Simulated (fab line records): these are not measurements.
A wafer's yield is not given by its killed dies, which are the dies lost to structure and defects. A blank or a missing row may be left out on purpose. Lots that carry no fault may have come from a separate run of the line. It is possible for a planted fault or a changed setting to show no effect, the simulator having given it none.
One fault through the eyes of 2 desks	flow n5Finfet	every desk sees just its own numbers, and what lay behind them comes last

== AT THE TOOL OWNER'S DESK: rieDiel-05 ==
The tool's own readings at N5_BEOL_M12_TRENCH_ETCH_34 (etches SiOC in C4F8/O2/Ar, target depth 318.95 nm, time 125.5 s): means of the sampled wafers that have a number, for each lot that ran on this tool. The brackets show how far a lot's mean lies from the usual mean; more than 4 standard deviations puts the lot out of limits, marked OUT.
Columns: A = drypumpMotorCurrentA at N5_BEOL_M12_TRENCH_ETCH_34, usual 5.7 A; B = oesProductAu at N5_BEOL_M12_TRENCH_ETCH_34, usual 0.81 a.u.; C = rfVppV at N5_BEOL_M12_TRENCH_ETCH_34, usual 667 V; D = showerheadPlenumPTorr at N5_BEOL_M12_TRENCH_ETCH_34, usual 3.46 Torr; E = throttleValvePct at N5_BEOL_M12_TRENCH_ETCH_34, usual 24.22 %
lot	first seen here	A	B	C	D	E
L483	day 11 14:32	5.7	0.75	669	3.54	24.41
L489	day 14 12:20	5.9	0.88	668	3.52	24.16
L496	day 18 06:27	5.7	0.82	669	3.55	24.11
L504	day 19 08:57	5.9	0.88	669	3.52	24.15
This desk's finding: nothing out of limits on any of the 4 lots.

== THE METROLOGY DESK ==
Lot by lot, what the gauges showed, no matter which tool ran the lot: averages of those sampled wafers that carry a number. The brackets show how far a lot's mean lies from the usual mean; more than 4 standard deviations puts the lot out of limits, marked OUT. Shown are 7 of the 27 readings it has, namely the first that went out of limits plus those furthest out on some lot.
Columns: A = trenchDepthNm at N5_BEOL_M12_OCD_MEAS_35, usual 318 nm; B = M12_THK at N5_BEOL_M12_THK_MEAS_50, usual 314 nm; C = M12_RS at N5_BEOL_M12_RS_MEAS_54, usual 0.0602 ohm/sq; D = SERP_M12 at N5_BEOL_M15_RC_MEAS_101, usual 0.636 ohm/um; E = SERP_M12_max_site at N5_BEOL_M15_RC_MEAS_101, usual 0.649 ohm/um; F = SERP_M14 at N5_BEOL_M15_RC_MEAS_101, usual 0.161 ohm/um; G = SERP_M9 at N5_BEOL_M15_RC_MEAS_101, usual 3.06 ohm/um
lot	first seen here	A	B	C	D	E	F	G
L483	day 11 14:41	320	313	0.0600	0.638	0.651	0.164	2.92
L489	day 14 12:29	316	312	0.0604	0.637	0.659	0.156	3.09
L496	day 18 06:36	301	296	0.0643 (+4.5) OUT	0.680	0.696	0.159	3.05
L497	day 18 19:25	320	315	0.0598	0.632	0.647	0.161	3.11
L504	day 19 09:07	304	300	0.0633	0.682	0.701	0.161	3.10
L506	day 19 10:06	322	320	0.0592	0.626	0.632	0.163	3.06
L505	day 20 17:46	322	316	0.0593	0.624	0.638	0.163	3.10
Finding of this desk: L496 out of limits, first seen on L496 at day 18 10:27 (M12_RS at N5_BEOL_M12_RS_MEAS_54). Within limits: L483, L489, L497, L504, L506, L505.

== ALL TOGETHER ==
Metrology desk: alarm possible at day 18 10:27 on L496.
Nothing out of limits was seen by the tool owner's desk.
Tool owner's desk: L496 on record, inside its limits.
On rieDiel-05, each named lot ran N5_BEOL_M12_TRENCH_ETCH_34.

== WHAT WAS PUT IN BY THE SIMULATOR ==
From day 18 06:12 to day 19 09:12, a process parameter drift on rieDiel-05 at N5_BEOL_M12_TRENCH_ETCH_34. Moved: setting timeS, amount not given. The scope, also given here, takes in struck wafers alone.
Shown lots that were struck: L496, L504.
Delay in hours, fault start to first out-of-limits reading, per desk: metrology desk 4.
